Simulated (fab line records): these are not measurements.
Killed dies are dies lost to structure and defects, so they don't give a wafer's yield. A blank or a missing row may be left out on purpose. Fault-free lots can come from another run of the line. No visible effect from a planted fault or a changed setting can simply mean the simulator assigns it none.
Split-lot experiment / flow n5_finfet / 7 lots, 21 wafers read, on a route of 1938 steps

ON THE SPLIT
At N5_BEOL_M0_SAQP_SPACER1_ALD_98 (deposits SiO2, target thk 12.8 nm, pulse time 1 s, purge time 2 s), the setting ald_cycles was moved away from the recipe's 138 on 5 of the 21 wafers read, by -11.6% to +13.8%. All remaining wafers had this setting at the recipe value.

FROM THE SPLIT TO THE READING: what the file shows between them, 2 steps
- N5_BEOL_M0_SAQP_SPACER1_ETCHBACK_99: etches SiO2 in CHF3/O2, target depth 15.4 nm, time 7.7 s
- N5_BEOL_M0_SAQP_MANDREL1_REMOVE_100: chemistry HBr/Cl2/O2, target a-Si, stops on SiNx, bt time 10 s

THE READING
cd_nm (nm) at N5_BEOL_M0_SAQP_CD_MEAS_25, where the cd target is 13.1 nm. On this fab line, fault-free wafers typically give 12.76 nm with a standard deviation of 0.23 nm.

wafer=L081.2; tool, chamber at the split=ald_sin-02, 0; ald_cycles as run=151; against the recipe=+9.4%; cd_nm, nm=13.62; against lot-mates on the recipe=+0.79
wafer=L081.3; tool, chamber at the split=ald_sin-02, 3; ald_cycles as run=138; against the recipe=recipe; cd_nm, nm=12.83; against lot-mates on the recipe=-
wafer=L081.6; tool, chamber at the split=ald_sin-02, 0; ald_cycles as run=151; against the recipe=+9.4%; cd_nm, nm=14.34; against lot-mates on the recipe=+1.51
wafer=L082.2; tool, chamber at the split=ald_sin-02, 3; ald_cycles as run=138; against the recipe=recipe; cd_nm, nm=12.87; against lot-mates on the recipe=-
wafer=L082.3; tool, chamber at the split=ald_sin-02, 0; ald_cycles as run=157; against the recipe=+13.8%; cd_nm, nm=14.69; against lot-mates on the recipe=+1.74
wafer=L082.5; tool, chamber at the split=ald_sin-02, 1; ald_cycles as run=138; against the recipe=recipe; cd_nm, nm=13.03; against lot-mates on the recipe=-
wafer=L087.1; tool, chamber at the split=ald_sin-04, 3,0; ald_cycles as run=138; against the recipe=recipe; cd_nm, nm=12.56; against lot-mates on the recipe=-
wafer=L087.3; tool, chamber at the split=ald_sin-04, 3,0; ald_cycles as run=138; against the recipe=recipe; cd_nm, nm=12.86; against lot-mates on the recipe=-
wafer=L087.5; tool, chamber at the split=ald_sin-04, 2; ald_cycles as run=122; against the recipe=-11.6%; cd_nm, nm=11.34; against lot-mates on the recipe=-1.37
wafer=L088.1; tool, chamber at the split=ald_sin-01, 3,1,3; ald_cycles as run=138; against the recipe=recipe; cd_nm, nm=12.52; against lot-mates on the recipe=-
wafer=L088.4; tool, chamber at the split=ald_sin-01, 3,1,3; ald_cycles as run=138; against the recipe=recipe; cd_nm, nm=12.57; against lot-mates on the recipe=-
wafer=L088.5; tool, chamber at the split=ald_sin-01, 3,1,3; ald_cycles as run=138; against the recipe=recipe; cd_nm, nm=13.04; against lot-mates on the recipe=-
wafer=L089.3; tool, chamber at the split=ald_sin-01, 1; ald_cycles as run=138; against the recipe=recipe; cd_nm, nm=12.66; against lot-mates on the recipe=-
wafer=L089.4; tool, chamber at the split=ald_sin-01, 0; ald_cycles as run=138; against the recipe=recipe; cd_nm, nm=12.52; against lot-mates on the recipe=-
wafer=L089.5; tool, chamber at the split=ald_sin-01, 1; ald_cycles as run=138; against the recipe=recipe; cd_nm, nm=13.17; against lot-mates on the recipe=-
wafer=L092.2; tool, chamber at the split=ald_sin-02, 1,2; ald_cycles as run=138; against the recipe=recipe; cd_nm, nm=12.62; against lot-mates on the recipe=-
wafer=L092.5; tool, chamber at the split=ald_sin-02, 3; ald_cycles as run=155; against the recipe=+12.3%; cd_nm, nm=13.94; against lot-mates on the recipe=+1.46
wafer=L092.6; tool, chamber at the split=ald_sin-02, 1,2; ald_cycles as run=138; against the recipe=recipe; cd_nm, nm=12.34; against lot-mates on the recipe=-
wafer=L096.3; tool, chamber at the split=ald_sin-04, 2,3,2; ald_cycles as run=138; against the recipe=recipe; cd_nm, nm=12.39; against lot-mates on the recipe=-
wafer=L096.4; tool, chamber at the split=ald_sin-04, 2,3,2; ald_cycles as run=138; against the recipe=recipe; cd_nm, nm=13.04; against lot-mates on the recipe=-
wafer=L096.5; tool, chamber at the split=ald_sin-04, 2,3,2; ald_cycles as run=138; against the recipe=recipe; cd_nm, nm=12.51; against lot-mates on the recipe=-
The file does not say which wafer passed through which chamber wherever a row lists several chambers: such a row stands for several wafers.

FIT RESULTS
A straight line over all 21 wafers: cd_nm changes by +0.125 nm for each +1% of ald_cycles; r = +0.93; the points scatter about the line by 0.28 nm.
The same after taking each lot's own level away (the mean of its wafers on the recipe; 21 wafers): +0.121 nm for each +1%; r = +0.95; scatter 0.23 nm.
On that fit, the largest move of ald_cycles shifts the reading by 1.7 nm.
Measured against the standard deviation above, the lots' own levels, which go from 12.480 to 12.950 nm, span 2.0 times it.
The two slopes agree, so the slope changes little with the lot-to-lot level.
Check: with one of the wafers moved furthest among these (+13.8%) left out of the fit, the line predicts +1.65 nm for it against its lot-mates. It came out at +1.74 nm against them.

OTHER SPLITS ON THESE WAFERS
Note: prior to the reading, these wafers also went through further splits. Each is held against what the fit with the lots' levels taken away leaves over:
other split on the same wafers=N5_SD_EPI_P_EPI_21 time_s; wafers away from the commonest value=7; r with cd_nm (lot level and that fit taken away)=-0.27
other split on the same wafers=N5_ILD0_CMP_03 down_force_psi; wafers away from the commonest value=7; r with cd_nm (lot level and that fit taken away)=-0.11
other split on the same wafers=N5_HKMG_FIN_ETCH_32 bias_w; wafers away from the commonest value=6; r with cd_nm (lot level and that fit taken away)=-0.28
other split on the same wafers=N5_HKMG_FIN_ETCH_35 time_s; wafers away from the commonest value=7; r with cd_nm (lot level and that fit taken away)=-0.18
other split on the same wafers=N5_GATE_CUT_ETCH_58 bias_w; wafers away from the commonest value=6; r with cd_nm (lot level and that fit taken away)=+0.03
other split on the same wafers=N5_MOL_CONTACT_COAG_CONTACT_ETCH_14 source_w; wafers away from the commonest value=9; r with cd_nm (lot level and that fit taken away)=-0.12
other split on the same wafers=N5_MOL_CONTACT_COAG_EXPOSE_37 dose_mj; wafers away from the commonest value=10; r with cd_nm (lot level and that fit taken away)=-0.01

THE WHOLE CHAIN: every reading that the file lists as answering this split, in the file's order
step=N5_BEOL_M0_SAQP_SPACER1_ALD_98; what it does=deposits SiO2, target thk 12.8 nm, pulse time 1 s, purge time 2 s; reading=SiO2_of_BEOL_M0_SAQP_SPACER1_ALD_98.thk_nm (the simulator's own value, which no gauge read); change (the file's fit)=+0.125 nm for each +1% of the setting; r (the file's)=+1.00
step=N5_BEOL_M0_SAQP_MANDREL1_REMOVE_100; what it does=chemistry HBr/Cl2/O2, target a-Si, stops on SiNx, bt time 10 s; reading=BEOL_M0_SAQP.cd_nm (the simulator's own value, which no gauge read); change (the file's fit)=+0.124 nm for each +1% of the setting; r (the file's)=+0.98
step=N5_BEOL_M0_SAQP_MANDREL1_REMOVE_100; what it does=chemistry HBr/Cl2/O2, target a-Si, stops on SiNx, bt time 10 s; reading=SiO2_of_BEOL_M0_SAQP_SPACER1_ALD_98.thk_nm (the simulator's own value, which no gauge read); change (the file's fit)=+0.132 nm for each +1% of the setting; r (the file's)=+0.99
step=N5_BEOL_M0_SAQP_CD_MEAS_25; what it does=target cd 13.1 nm; reading=cd_nm; change (the file's fit)=+0.122 nm for each +1% of the setting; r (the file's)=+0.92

THE FILE'S OWN FIT
cd_nm changes by +0.122 nm for each +1% of ald_cycles, r = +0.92.
